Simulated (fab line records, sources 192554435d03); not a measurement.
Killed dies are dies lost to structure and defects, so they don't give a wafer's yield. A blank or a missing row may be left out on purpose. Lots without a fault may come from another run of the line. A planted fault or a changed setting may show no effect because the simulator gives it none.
Split-lot experiment | flow n5_finfet | 7 lots, 21 wafers read, on a route of 1938 steps

THE SPLIT
At N5_FIN_SAQP_COAT_50 (time 60 s, resist thk 35 nm), the setting spin_rpm was moved away from the recipe's 1500 rpm on 6 of the 21 wafers read, by -11.2% to +9.9%. The other wafers ran this setting at the recipe's value.

FROM THE SPLIT TO THE READING: what the file shows between them, 2 steps
- N5_FIN_SAQP_DEVELOP_15: develop time 30 s (also split here: develop_time_s)
- N5_FIN_SAQP_DESCUM_21: chemistry O2, time 7.9 s

THE READING
CAR-ArF_of_FIN_SAQP_COAT_10.thk_nm (the simulator's own value, which no gauge read), in nm, at N5_FIN_SAQP_ETCH_51 (etches SiARC in CF4, target depth 45.5 nm, time 75.8 s). The file gives no usual value for it. The 15 wafers here that ran the recipe average 50.88 nm, standard deviation 0.31 nm.

wafer  | tool, chamber at the split | spin_rpm as run, rpm | against the recipe | CAR-ArF_of_FIN_SAQP_COAT_10.thk_nm, nm | against lot-mates on the recipe
L074.1 | litho_track-02, 0          | 1500                 | recipe             | 51.41                                  | -
L074.3 | litho_track-02, 0          | 1649                 | +9.9%              | 53.02                                  | +1.61
L074.4 | litho_track-02, 0          | 1649                 | +9.9%              | 52.94                                  | +1.53
L077.1 | litho_track-01, 0          | 1500                 | recipe             | 50.84                                  | -
L077.5 | litho_track-01, 0          | 1642                 | +9.5%              | 52.17                                  | +1.11
L077.6 | litho_track-01, 0          | 1500                 | recipe             | 51.27                                  | -
L079.3 | litho_track-01, 0          | 1500                 | recipe             | 50.7                                   | -
L079.4 | litho_track-01, 0          | 1583                 | +5.5%              | 51.51                                  | +0.78
L079.5 | litho_track-01, 0          | 1500                 | recipe             | 50.75                                  | -
L083.1 | litho_track-01, 0          | 1500                 | recipe             | 51.07                                  | -
L083.2 | litho_track-01, 0          | 1500                 | recipe             | 51.14                                  | -
L083.4 | litho_track-01, 0          | 1332                 | -11.2%             | 49.12                                  | -1.99
L091.2 | litho_track-03, 0          | 1500                 | recipe             | 50.94                                  | -
L091.5 | litho_track-03, 0          | 1500                 | recipe             | 50.53                                  | -
L091.6 | litho_track-03, 0          | 1409                 | -6.1%              | 49.87                                  | -0.87
L092.2 | litho_track-03, 0          | 1500                 | recipe             | 50.86                                  | -
L092.3 | litho_track-03, 0          | 1500                 | recipe             | 50.96                                  | -
L092.4 | litho_track-03, 0          | 1500                 | recipe             | 51.06                                  | -
L094.1 | litho_track-02, 0          | 1500                 | recipe             | 50.13                                  | -
L094.3 | litho_track-02, 0          | 1500                 | recipe             | 51.02                                  | -
L094.6 | litho_track-02, 0          | 1500                 | recipe             | 50.56                                  | -

THE FIT
A straight line over all 21 wafers: CAR-ArF_of_FIN_SAQP_COAT_10.thk_nm changes by +0.173 nm for each +1% of spin_rpm; r = +0.94; the points scatter about the line by 0.32 nm.
The same after taking each lot's own level away (the mean of its wafers on the recipe; 21 wafers): +0.154 nm for each +1%; r = +0.97; scatter 0.2 nm.
On that fit, the largest move of spin_rpm shifts the reading by 1.7 nm.
The lots' own levels span 50.570 to 51.410 nm, that is 2.7 times the standard deviation above.
So the lot-to-lot level changes the slope: the two fits differ.
Check: with one of the wafers moved furthest among these (-11.2%) left out of the fit, the line predicts -1.62 nm for it against its lot-mates. It came out at -1.99 nm against them.

OTHER SPLITS ON THESE WAFERS
These wafers also went through other splits before the reading. Each is held against what the fit with the lots' levels taken away leaves over:
other split on the same wafers        | wafers away from the commonest value | r with CAR-ArF_of_FIN_SAQP_COAT_10.thk_nm (lot level and that fit taken away)
N5_FIN_SAQP_DEVELOP_15 develop_time_s | 8                                    | -0.09

THE WHOLE CHAIN: every reading that the file lists as answering this split, in the file's order
step                | what it does                                           | reading                                                                             | change (the file's fit)               | r (the file's)
N5_FIN_SAQP_COAT_50 | time 60 s, resist thk 35 nm                            | SiARC_of_FIN_SAQP_COAT_50.thk_nm (the simulator's own value, which no gauge read)   | -0.173 nm for each +1% of the setting | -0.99
N5_FIN_SAQP_ETCH_51 | etches SiARC in CF4, target depth 45.5 nm, time 75.8 s | etch.depth_nm (the simulator's own value, which no gauge read)                      | -0.173 nm for each +1% of the setting | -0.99
N5_FIN_SAQP_ETCH_51 | etches SiARC in CF4, target depth 45.5 nm, time 75.8 s | CAR-ArF_of_FIN_SAQP_COAT_10.thk_nm (the simulator's own value, which no gauge read) | +0.152 nm for each +1% of the setting | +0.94

THE FILE'S OWN FIT
CAR-ArF_of_FIN_SAQP_COAT_10.thk_nm changes by +0.152 nm for each +1% of spin_rpm, r = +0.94.
